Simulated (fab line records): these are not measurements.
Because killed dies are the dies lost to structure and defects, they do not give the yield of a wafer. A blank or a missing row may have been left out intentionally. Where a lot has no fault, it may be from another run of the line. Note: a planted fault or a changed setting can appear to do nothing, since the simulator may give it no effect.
The tool behind it: which one?	flow n5Finfet	Sampling: 9 lots, 27 wafers, 6 of 1938 route steps

WHAT EACH GAUGE READ, for each wafer
N5_GATE_CUT_THK_MEAS_24.
lot	measured	on	GC_FILL_THK (nm)
L690	day 5 04:51	filmMetro-02	220.2 218.4 220.6
L694	day 6 02:22	filmMetro-02	217.4 220.0 220.1
L696	day 6 13:18	filmMetro-02	218.4 219.4 219.6
L699	day 7 06:56	filmMetro-02	219.2 218.7 221.4
L700	day 7 16:05	filmMetro-01	216.6 218.7 221.6
L705	day 8 19:28	filmMetro-02	220.0 221.4 265.2
L707	day 9 07:22	filmMetro-02	218.2 217.2 219.3
L708	day 9 16:29	filmMetro-01	260.7 260.9 261.3
L711	day 10 09:05	filmMetro-01	220.7 221.2 221.7

EACH LOT AND THE TOOL THAT RAN IT (in order: tool; ch and the chambers of the sampled wafers; start)
lot	N5_GATE_CUT_HM_DEP_46	N5_GATE_CUT_HM_OPEN_40	N5_GATE_CUT_ETCH_19	N5_GATE_CUT_CUT_ETCH_54	N5_GATE_CUT_CUT_ETCH_55
L690	pecvd-01 ch 1,2, day 5 01:46	rieDiel-04 ch 0,1,3, day 5 02:24	rieDiel-04 ch 0,1,3, day 5 02:31	rieMetal-01 ch 0,1, day 5 02:41	rieMetal-01 ch 0,1, day 5 02:45
L694	pecvd-02 ch 0,1,2, day 5 22:58	rieDiel-04 ch 0,1,3, day 5 23:43	rieDiel-04 ch 0,1,3, day 5 23:50	rieMetal-03 ch 0,1, day 6 00:02	rieMetal-03 ch 0,1, day 6 00:05
L696	pecvd-01 ch 0,1,2, day 6 09:22	rieDiel-06 ch 0,3, day 6 10:44	rieDiel-06 ch 0,3, day 6 10:55	rieMetal-02 ch 0,1, day 6 11:08	rieMetal-02 ch 0,1, day 6 11:11
L699	pecvd-01 ch 0,1,2, day 7 03:39	rieDiel-03 ch 2,3, day 7 04:24	rieDiel-03 ch 2,3, day 7 04:31	rieMetal-03 ch 0,1, day 7 04:41	rieMetal-03 ch 0,1, day 7 04:45
L700	pecvd-01 ch 1,2, day 7 12:59	rieDiel-06 ch 0,3, day 7 13:37	rieDiel-06 ch 0,3, day 7 13:44	rieMetal-01 ch 0,1, day 7 13:55	rieMetal-01 ch 0,1, day 7 13:58
L705	pecvd-01 ch 0,2, day 8 16:16	rieDiel-06 ch 0,1,3, day 8 17:00	rieDiel-06 ch 0,1,3, day 8 17:07	rieMetal-01 ch 0,1, day 8 17:17	rieMetal-01 ch 0,1, day 8 17:21
L707	pecvd-03 ch 0,1, day 9 04:10	rieDiel-03 ch 0,1,3, day 9 04:55	rieDiel-03 ch 0,1,3, day 9 05:02	rieMetal-03 ch 0,1, day 9 05:12	rieMetal-03 ch 0,1, day 9 05:16
L708	pecvd-01 ch 0,1,2, day 9 13:13	rieDiel-03 ch 1,2,3, day 9 14:01	rieDiel-03 ch 1,2,3, day 9 14:08	rieMetal-01 ch 0,1, day 9 14:20	rieMetal-01 ch 0,1, day 9 14:23
L711	pecvd-03 ch 0, day 10 05:43	rieDiel-06 ch 0,1,2, day 10 06:22	rieDiel-06 ch 0,1,2, day 10 06:29	rieMetal-03 ch 0,1, day 10 06:41	rieMetal-03 ch 0,1, day 10 06:44
- N5_GATE_CUT_HM_DEP_46: deposits SiO2 from TEOS/O2, target thk 130 nm, time 26.6 s.
- N5_GATE_CUT_HM_OPEN_40: chemistry C4F6/O2, target SiO2, target depth 139 nm, time 85.1 s.
- N5_GATE_CUT_ETCH_19: etches SiNx in CH3F/O2, target depth 53.7 nm, time 76.7 s.
- N5_GATE_CUT_CUT_ETCH_54: etches TiN in Cl2/BCl3, target depth 96.7 nm.
- N5_GATE_CUT_CUT_ETCH_55: etches HfO2 in BCl3, target depth 3.2 nm.

THE ANSWER, worked out from the rows above alone
Rule: usual is defined by the lots themselves. The widest of any qualifying gaps counts: lots, ordered by their means at a reading, are off when they make up no more than a third of the lots, leave a main group of 4 or more, and stand apart from it by 3 or more times the standard deviation of that group's means. If all means in a main group match to the digits the tables above print for the reading, that group is not used. Also off: a lot with no number at a reading for which 4 or more lots have one. The other lots that the step has rows for count as sound.
Off: L705, L708, at N5_GATE_CUT_THK_MEAS_24 (GC_FILL_THK). For the main group the mean is 219.5 nm and the standard deviation 0.86.
A tool fits if, at a process step before that reading, it ran every lot that is off, and no sound lot after the first of them. Gauges at N5_GATE_CUT_THK_MEAS_24: tried the same way as those tools. Can't be told from this: 2 tools fit, pecvd-01 at N5_GATE_CUT_HM_DEP_46, rieMetal-01 at N5_GATE_CUT_CUT_ETCH_54 and N5_GATE_CUT_CUT_ETCH_55.

WHAT THE SIMULATOR PUT IN
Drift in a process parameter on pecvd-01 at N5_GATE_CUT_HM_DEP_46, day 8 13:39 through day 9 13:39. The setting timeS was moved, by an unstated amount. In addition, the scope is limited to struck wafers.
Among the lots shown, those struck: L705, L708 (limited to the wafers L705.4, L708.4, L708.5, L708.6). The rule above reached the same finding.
